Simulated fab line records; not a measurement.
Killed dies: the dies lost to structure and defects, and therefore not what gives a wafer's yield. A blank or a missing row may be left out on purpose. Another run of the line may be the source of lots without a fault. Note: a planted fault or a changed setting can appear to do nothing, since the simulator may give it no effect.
Chamber matching -- flow nand_harc -- NHARC_P_M1_DESCUM_14 on rie_diel-01 has 4 sister chambers
The step chemistry O2, time 3 s. 18 wafers are shown with their chamber, then 9 later ones without.

== WAFERS PAIRED WITH THEIR CHAMBERS ==
wafer,chamber,drypump_motor_current_A (A),rf_vpp_V (V),throttle_valve_pct (%)
L080.2,1,5.0,56.7,11.310
L080.5,2,6.6,57.4,11.307
L080.6,3,6.0,59.6,11.304
L081.2,1,5.1,59.2,11.310
L081.3,0,6.1,58.3,11.313
L081.4,3,6.0,57.0,11.309
L081.1,2,6.5,57.1,11.298
L081.5,1,5.0,58.3,11.302
L081.6,2,6.5,56.3,11.324
L083.4,3,6.0,58.4,11.322
L083.5,1,5.1,58.4,11.307
L083.6,2,6.5,56.4,11.321
L087.1,3,6.0,57.7,11.313
L087.4,1,5.1,56.9,11.314
L087.6,0,6.1,57.4,11.327
L087.2,2,6.5,57.4,11.303
L087.3,0,6.1,57.0,11.316
L087.5,3,6.0,59.0,11.308

SIGNATURES (means of the wafers above)
reading,chamber 0,chamber 1,chamber 2,chamber 3,scatter within a chamber
drypump_motor_current_A,6.100,5.060,6.520,6.000,0.0378
rf_vpp_V,57.567,57.900,56.920,58.340,0.879
throttle_valve_pct,11.31867,11.30860,11.31060,11.31120,0.00798
Rule: for a wafer and a chamber, the distance is found by dividing, reading by reading, the gap between the wafer's reading and the chamber's mean by the reading's scatter, squaring, summing and taking the root. The wafer belongs to the nearest chamber; if the next one is less than 2 further off, it can't be placed. How the scatter is found: for the shown wafers, subtract from each reading the mean of its chamber, square and add these, divide the total by (wafers less chambers), then take the root.

== WAFERS WHOSE CHAMBER IS MISSING ==
wafer,drypump_motor_current_A (A),rf_vpp_V (V),throttle_valve_pct (%)
L088.3,6.0,57.4,11.298
L088.4,6.5,58.3,11.304
L088.5,6.0,57.6,11.308
L088.1,5.1,58.3,11.324
L088.2,6.1,57.8,11.320
L088.6,6.5,57.0,11.309
L095.1,6.1,57.0,11.303
L095.5,6.0,57.8,11.319
L095.6,6.5,58.6,11.311

== THE CHAMBER EACH PASSED THROUGH ==
wafer,from the rows above,in truth
L088.3,can't be placed: 3 or 0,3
L088.4,2,2
L088.5,3,3
L088.1,1,1
L088.2,0,0
L088.6,2,2
L095.1,can't be placed: 0 or 3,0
L095.5,can't be placed: 3 or 0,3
L095.6,2,2
Correctly placed: 6 of 9. Unplaceable from these rows: 3, with the true chamber sitting among the candidates in 3. Number placed wrongly: 0.
